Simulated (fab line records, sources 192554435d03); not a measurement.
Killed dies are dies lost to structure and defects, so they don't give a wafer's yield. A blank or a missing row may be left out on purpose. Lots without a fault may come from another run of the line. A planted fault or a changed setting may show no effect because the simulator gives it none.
Which tool did it? | flow n5_finfet | 24 lots, 72 wafers sampled, at 6 steps of a route of 1938

WHAT THE GAUGES READ, wafer by wafer
N5_GATE_CUT_INSPECT_26: inspects for defects (darkfield).
lot  | measured     | on                | raw_defect_count
L074 | day 4 21:57  | defect_inspect-02 | 80 118 76
L075 | day 5 03:35  | defect_inspect-01 | 46 58 72
L076 | day 5 05:23  | defect_inspect-02 | 37 32 59
L078 | day 5 18:03  | defect_inspect-01 | 83 58 53
L077 | day 5 19:36  | defect_inspect-02 | 134 44 74
L079 | day 6 04:36  | defect_inspect-01 | 26 27 29
L080 | day 6 06:14  | defect_inspect-02 | 24 30 61
L081 | day 6 12:05  | defect_inspect-02 | 35 25 28
L082 | day 6 16:47  | defect_inspect-02 | 76 63 55
L083 | day 7 00:38  | defect_inspect-02 | 44 22 27
L084 | day 7 06:21  | defect_inspect-01 | 58 25 20
L085 | day 7 13:16  | defect_inspect-02 | 28 26 72
L086 | day 7 15:31  | defect_inspect-02 | 35 48 48
L087 | day 7 18:32  | defect_inspect-01 | 39 44 44
L088 | day 8 03:34  | defect_inspect-01 | 24 41 34
L089 | day 8 11:32  | defect_inspect-02 | 43 29 62
L090 | day 8 14:25  | defect_inspect-02 | 75 70 101
L091 | day 9 01:35  | defect_inspect-02 | 46 59 75
L092 | day 9 06:11  | defect_inspect-01 | 22 32 18
L093 | day 9 13:19  | defect_inspect-02 | 39 42 37
L094 | day 9 16:10  | defect_inspect-01 | 27 26 30
L095 | day 9 23:58  | defect_inspect-02 | 45 58 48
L096 | day 10 05:28 | defect_inspect-02 | 48 61 41
L097 | day 10 12:08 | defect_inspect-02 | 49 30 62

N5_MOL_CONTACT_COAG_CD_MEAS_84: target cd 25.1 nm.
lot  | measured     | on        | cd_nm (nm)
L074 | day 5 11:15  | cd_sem-02 | 25.02 25.07 25.30
L075 | day 5 16:15  | cd_sem-02 | 25.15 25.28 25.20
L076 | day 5 16:42  | cd_sem-02 | 24.82 24.94 25.20
L078 | day 6 05:43  | cd_sem-02 | 25.40 25.33 25.44
L077 | day 6 06:14  | cd_sem-01 | 25.09 25.17 25.54
L079 | day 6 15:15  | cd_sem-01 | 24.92 25.15 25.17
L080 | day 6 15:43  | cd_sem-02 | 25.01 25.08 25.41
L081 | day 6 23:40  | cd_sem-02 | 25.20 24.83 25.22
L082 | day 7 05:03  | cd_sem-02 | 25.27 25.13 25.32
L083 | day 7 11:16  | cd_sem-02 | 24.88 24.80 25.02
L084 | day 7 18:40  | cd_sem-02 | 24.77 25.03 24.90
L085 | day 8 00:56  | cd_sem-02 | 25.06 24.51 24.94
L086 | day 8 01:14  | cd_sem-02 | 25.17 25.17 24.71
L087 | day 8 05:20  | cd_sem-01 | 25.39 24.98 25.05
L088 | day 8 16:15  | cd_sem-01 | 25.05 24.83 25.05
L089 | day 8 22:55  | cd_sem-01 | 24.90 25.02 24.86
L090 | day 9 04:20  | cd_sem-02 | 25.09 25.16 25.00
L091 | day 9 09:45  | cd_sem-02 | 24.89 24.97 25.24
L092 | day 9 17:35  | cd_sem-02 | 25.16 25.15 25.07
L093 | day 9 23:08  | cd_sem-02 | 25.09 25.27 25.45
L094 | day 10 07:25 | cd_sem-02 | 25.25 25.22 24.74
L095 | day 10 09:39 | cd_sem-02 | 24.96 25.27 25.21
L096 | day 10 15:07 | cd_sem-01 | 25.41 25.26 25.04
L097 | day 10 22:17 | cd_sem-01 | 24.90 25.04 24.89

N5_MOL_CONTACT_COAG_CD_MEAS_101: target cd 16 nm.
lot  | measured     | on        | cd_nm (nm)
L074 | day 5 15:16  | cd_sem-01 | 16.52 16.20 16.12
L075 | day 5 18:48  | cd_sem-01 | 16.00 16.05 16.37
L076 | day 5 19:15  | cd_sem-02 | 15.97 15.70 16.22
L078 | day 6 08:12  | cd_sem-02 | 16.15 16.05 15.95
L077 | day 6 09:24  | cd_sem-02 | 16.15 15.90 15.83
L079 | day 6 17:43  | cd_sem-01 | 16.02 15.85 15.51
L080 | day 6 18:28  | cd_sem-02 | 16.38 16.26 16.29
L081 | day 7 03:08  | cd_sem-01 | 15.93 15.71 16.14
L082 | day 7 08:06  | cd_sem-01 | 15.96 15.75 15.75
L083 | day 7 13:37  | cd_sem-02 | 16.58 16.01 16.43
L084 | day 7 20:52  | cd_sem-01 | 15.69 16.65 16.06
L085 | day 8 03:58  | cd_sem-02 | 15.83 16.27 15.65
L086 | day 8 05:01  | cd_sem-02 | 15.80 16.29 16.45
L087 | day 8 07:47  | cd_sem-01 | 15.87 16.17 15.89
L088 | day 8 19:50  | cd_sem-01 | 16.30 16.01 15.81
L089 | day 9 02:29  | cd_sem-02 | 15.74 15.83 16.02
L090 | day 9 07:34  | cd_sem-01 | 16.04 16.23 16.01
L091 | day 9 12:56  | cd_sem-01 | 15.98 16.36 15.95
L092 | day 9 20:25  | cd_sem-02 | 15.56 15.83 15.89
L093 | day 10 01:38 | cd_sem-02 | 16.23 16.64 16.72
L094 | day 10 09:55 | cd_sem-02 | 15.82 15.73 15.58
L095 | day 10 11:59 | cd_sem-01 | 16.35 15.76 16.28
L096 | day 10 17:35 | cd_sem-02 | 15.86 16.30 15.73
L097 | day 11 00:40 | cd_sem-02 | 16.15 15.93 15.75

WHICH TOOL RAN EACH LOT (tool, then ch and the chambers of the sampled wafers, then the start)
lot  | N5_MOL_CONTACT_COAG_STRIP_119        | N5_MOL_CONTACT_COAG_ETCHBACK_134   | N5_MOL_CONTACT_COAG_STRIP_72
L074 | plasma_asher-01 ch 0, day 5 13:17    | rie_diel-06 ch 0,2, day 5 14:45    | rie_diel-06 ch 0,2, day 5 15:02
L075 | plasma_asher-01 ch 0,1, day 5 17:12  | rie_diel-01 ch 1,2, day 5 18:17    | rie_diel-01 ch 1,2, day 5 18:34
L076 | plasma_asher-01 ch 0,1, day 5 17:32  | rie_diel-01 ch 0,2,3, day 5 18:44  | rie_diel-01 ch 0,2,3, day 5 19:01
L078 | plasma_asher-02 ch 0,1, day 6 06:40  | rie_diel-03 ch 2,3, day 6 07:41    | rie_diel-03 ch 2,3, day 6 07:58
L077 | plasma_asher-02 ch 0,1, day 6 07:31  | rie_diel-03 ch 0,3, day 6 08:53    | rie_diel-03 ch 0,3, day 6 09:10
L079 | plasma_asher-02 ch 0,1, day 6 16:08  | rie_diel-06 ch 1,2,3, day 6 17:13  | rie_diel-06 ch 1,2,3, day 6 17:29
L080 | plasma_asher-01 ch 0,1, day 6 16:55  | rie_diel-06 ch 1,2,3, day 6 17:56  | rie_diel-06 ch 1,2,3, day 6 18:13
L081 | plasma_asher-02 ch 0,1, day 7 00:29  | rie_diel-06 ch 2,3, day 7 02:37    | rie_diel-06 ch 2,3, day 7 02:54
L082 | plasma_asher-02 ch 0,1, day 7 06:26  | rie_diel-03 ch 1,3, day 7 07:36    | rie_diel-03 ch 1,3, day 7 07:53
L083 | plasma_asher-01 ch 0,1, day 7 12:02  | rie_diel-01 ch 0,1,2, day 7 13:07  | rie_diel-01 ch 0,1,2, day 7 13:23
L084 | plasma_asher-02 ch 0,1, day 7 19:27  | rie_diel-03 ch 0,1,3, day 7 20:22  | rie_diel-03 ch 0,1,3, day 7 20:38
L085 | plasma_asher-02 ch 0,1, day 8 01:49  | rie_diel-06 ch 1,2, day 8 03:07    | rie_diel-06 ch 1,2, day 8 03:24
L086 | plasma_asher-02 ch 0,1, day 8 03:05  | rie_diel-03 ch 0,1,2, day 8 04:20  | rie_diel-03 ch 0,1,2, day 8 04:37
L087 | plasma_asher-02 ch 0,1, day 8 06:19  | rie_diel-06 ch 2,3, day 8 07:16    | rie_diel-06 ch 2,3, day 8 07:33
L088 | plasma_asher-02 ch 0,1, day 8 17:22  | rie_diel-01 ch 0,1,3, day 8 19:19  | rie_diel-01 ch 0,1,3, day 8 19:36
L089 | plasma_asher-02 ch 0, day 9 01:01    | rie_diel-01 ch 2,3, day 9 01:59    | rie_diel-01 ch 2,3, day 9 02:16
L090 | plasma_asher-01 ch 0, day 9 05:07    | rie_diel-06 ch 1,3, day 9 07:04    | rie_diel-06 ch 1,3, day 9 07:20
L091 | plasma_asher-02 ch 0,1, day 9 10:33  | rie_diel-03 ch 0,1,3, day 9 12:25  | rie_diel-03 ch 0,1,3, day 9 12:42
L092 | plasma_asher-01 ch 1, day 9 18:26    | rie_diel-01 ch 0,1,2, day 9 19:49  | rie_diel-01 ch 0,1,2, day 9 20:05
L093 | plasma_asher-02 ch 0,1, day 9 23:58  | rie_diel-06 ch 0,1, day 10 01:07   | rie_diel-06 ch 0,1, day 10 01:24
L094 | plasma_asher-01 ch 0,1, day 10 08:11 | rie_diel-06 ch 0,3, day 10 09:24   | rie_diel-06 ch 0,3, day 10 09:41
L095 | plasma_asher-02 ch 0,1, day 10 10:28 | rie_diel-06 ch 1,2,3, day 10 11:29 | rie_diel-06 ch 1,2,3, day 10 11:46
L096 | plasma_asher-01 ch 0,1, day 10 15:54 | rie_diel-06 ch 1,2,3, day 10 17:05 | rie_diel-06 ch 1,2,3, day 10 17:22
L097 | plasma_asher-01 ch 0, day 10 23:14   | rie_diel-03 ch 0,2,3, day 11 00:10 | rie_diel-03 ch 0,2,3, day 11 00:26
- N5_MOL_CONTACT_COAG_STRIP_119: strips in N2/H2, time 30 s.
- N5_MOL_CONTACT_COAG_ETCHBACK_134: etches SiO2 in CHF3, target depth 10 nm, time 6.7 s.
- N5_MOL_CONTACT_COAG_STRIP_72: strips in N2/H2.

WHAT THE TOOLS THEMSELVES READ (means of the sampled wafers that have a number; where no wafer has one, the mark that the record gives instead)
N5_MOL_CONTACT_COAG_STRIP_119.
lot  | tool            | drypump_motor_current_A (A) | heater_power_w (W)
L074 | plasma_asher-01 | 5.47                        | 349
L075 | plasma_asher-01 | 5.50                        | 312
L076 | plasma_asher-01 | 5.50                        | 333
L078 | plasma_asher-02 | 5.30                        | 361
L077 | plasma_asher-02 | 5.28                        | 353
L079 | plasma_asher-02 | 5.30                        | 355
L080 | plasma_asher-01 | 5.49                        | 314
L081 | plasma_asher-02 | 5.30                        | 361
L082 | plasma_asher-02 | 5.31                        | 358
L083 | plasma_asher-01 | 5.49                        | 332
L084 | plasma_asher-02 | 5.30                        | 361
L085 | plasma_asher-02 | 5.29                        | 359
L086 | plasma_asher-02 | 5.29                        | 363
L087 | plasma_asher-02 | 5.30                        | 358
L088 | plasma_asher-02 | 5.29                        | 357
L089 | plasma_asher-02 | 5.30                        | 354
L090 | plasma_asher-01 | 5.44                        | 346
L091 | plasma_asher-02 | 5.30                        | 368
L092 | plasma_asher-01 | 5.51                        | 289
L093 | plasma_asher-02 | 5.30                        | 364
L094 | plasma_asher-01 | 5.50                        | 317
L095 | plasma_asher-02 | 5.30                        | 358
L096 | plasma_asher-01 | 5.51                        | 320
L097 | plasma_asher-01 | 5.48                        | 347

N5_MOL_CONTACT_COAG_ETCHBACK_134.
lot  | tool        | bias_w (W) | drypump_motor_current_A (A) | oes_product_au (a.u.) | rf_vpp_V (V) | showerhead_plenum_p_Torr (Torr) | throttle_valve_pct (%)
L074 | rie_diel-06 | 170.7      | 6.5                         | 0.77                  | 527          | 2.39                            | 19.03
L075 | rie_diel-01 | 170.1      | 5.8                         | 0.78                  | 528          | 2.45                            | 18.69
L076 | rie_diel-01 | 169.7      | 5.9                         | 0.79                  | 527          | 2.38                            | 18.83
L078 | rie_diel-03 | 169.4      | 5.5                         | 0.78                  | 526          | 2.42                            | 18.85
L077 | rie_diel-03 | 170.2      | 5.7                         | 0.72                  | 525          | 2.40                            | 18.98
L079 | rie_diel-06 | 169.9      | 6.0                         | 0.82                  | 526          | 2.37                            | 18.90
L080 | rie_diel-06 | 170.0      | 6.0                         | 0.82                  | 527          | 2.37                            | 18.89
L081 | rie_diel-06 | 170.0      | 6.3                         | 0.79                  | 529          | 2.39                            | 18.98
L082 | rie_diel-03 | 170.0      | 5.6                         | 0.84                  | 522          | 2.44                            | 18.57
L083 | rie_diel-01 | 170.5      | 5.6                         | 0.82                  | 526          | 2.40                            | 18.72
L084 | rie_diel-03 | 170.2      | 5.6                         | 0.77                  | 523          | 2.42                            | 18.78
L085 | rie_diel-06 | 170.6      | 6.5                         | 0.77                  | 525          | 2.36                            | 19.13
L086 | rie_diel-03 | 169.9      | 5.8                         | 0.80                  | 526          | 2.49                            | 18.77
L087 | rie_diel-06 | 170.4      | 6.3                         | 0.77                  | 528          | 2.39                            | 19.00
L088 | rie_diel-01 | 170.6      | 5.7                         | 0.88                  | 524          | 2.35                            | 18.54
L089 | rie_diel-01 | 170.4      | 6.0                         | 0.79                  | 529          | 2.42                            | 18.70
L090 | rie_diel-06 | 170.1      | 5.6                         | 0.83                  | 525          | 2.38                            | 18.72
L091 | rie_diel-03 | 169.9      | 5.6                         | 0.75                  | 524          | 2.41                            | 18.81
L092 | rie_diel-01 | 170.1      | 5.6                         | 0.80                  | 526          | 2.39                            | 18.77
L093 | rie_diel-06 | 169.8      | 5.8                         | 0.77                  | 522          | 2.36                            | 18.88
L094 | rie_diel-06 | 170.3      | 5.6                         | 0.80                  | 526          | 2.39                            | 18.67
L095 | rie_diel-06 | 170.0      | 6.0                         | 0.79                  | 525          | 2.36                            | 18.95
L096 | rie_diel-06 | 169.8      | 6.0                         | 0.78                  | 524          | 2.36                            | 18.95
L097 | rie_diel-03 | 170.3      | 5.6                         | 0.72                  | 525          | 2.40                            | 18.99

N5_MOL_CONTACT_COAG_STRIP_72.
lot  | tool        | drypump_motor_current_A (A) | oes_product_au (a.u.) | rf_vpp_V (V) | showerhead_plenum_p_Torr (Torr) | throttle_valve_pct (%)
L074 | rie_diel-06 | 6.5                         | 0.77                  | 59.3         | 2.54                            | 23.7
L075 | rie_diel-01 | 5.7                         | 0.78                  | 59.2         | 2.62                            | 23.8
L076 | rie_diel-01 | 5.8                         | 0.78                  | 60.0         | 2.55                            | 23.9
L078 | rie_diel-03 | 5.5                         | 0.79                  | 59.4         | 2.58                            | 23.6
L077 | rie_diel-03 | 5.7                         | 0.73                  | 59.4         | 2.55                            | 23.9
L079 | rie_diel-06 | 6.0                         | 0.82                  | 60.4         | 2.52                            | 23.7
L080 | rie_diel-06 | 6.0                         | 0.82                  | 58.3         | 2.52                            | 23.8
L081 | rie_diel-06 | 6.3                         | 0.79                  | 57.4         | 2.54                            | 23.7
L082 | rie_diel-03 | 5.6                         | 0.86                  | 56.8         | 2.59                            | 23.3
L083 | rie_diel-01 | 5.6                         | 0.82                  | 60.3         | 2.56                            | 23.8
L084 | rie_diel-03 | 5.6                         | 0.78                  | 61.3         | 2.57                            | 23.6
L085 | rie_diel-06 | 6.5                         | 0.76                  | 57.6         | 2.50                            | 23.9
L086 | rie_diel-03 | 5.8                         | 0.80                  | 57.4         | 2.66                            | 23.6
L087 | rie_diel-06 | 6.3                         | 0.77                  | 59.8         | 2.54                            | 23.7
L088 | rie_diel-01 | 5.7                         | 0.87                  | 58.9         | 2.51                            | 23.5
L089 | rie_diel-01 | 6.0                         | 0.79                  | 60.6         | 2.59                            | 23.8
L090 | rie_diel-06 | 5.5                         | 0.82                  | 59.4         | 2.52                            | 23.7
L091 | rie_diel-03 | 5.6                         | 0.76                  | 59.1         | 2.57                            | 23.7
L092 | rie_diel-01 | 5.6                         | 0.80                  | 59.7         | 2.56                            | 23.9
L093 | rie_diel-06 | 5.8                         | 0.77                  | 58.8         | 2.51                            | 23.8
L094 | rie_diel-06 | 5.6                         | 0.80                  | 60.2         | 2.55                            | 23.5
L095 | rie_diel-06 | 6.0                         | 0.79                  | 61.6         | 2.51                            | 23.8
L096 | rie_diel-06 | 6.0                         | 0.79                  | 60.5         | 2.51                            | 23.8
L097 | rie_diel-03 | 5.6                         | 0.71                  | 61.3         | 2.55                            | 23.8

THE ANSWER, worked out from the rows above alone
Rule: what is usual is taken from the lots themselves. Put in order of their means at a reading, lots are off if they are a third of the lots or fewer, leave a main group of 4 or more, and stand apart from it by a gap of 3 or more times the standard deviation of the main group's means; of several such gaps the widest counts. A main group whose means are all the same, to the digits that the tables above print for the reading, isn't used. A lot without any number at a reading at which 4 lots or more have one is off too. The other lots that the step has rows for count as sound. The gauges are gone through in route order, then the tools' own readings, and for those a lot's mean is taken as printed above. The first step at which some lot is off is used, and at that step the reading that is off furthest; a lot without a number counts as furthest.
No lot is off at any reading shown: from this, nothing can be told.

WHAT THE SIMULATOR HAD PUT IN
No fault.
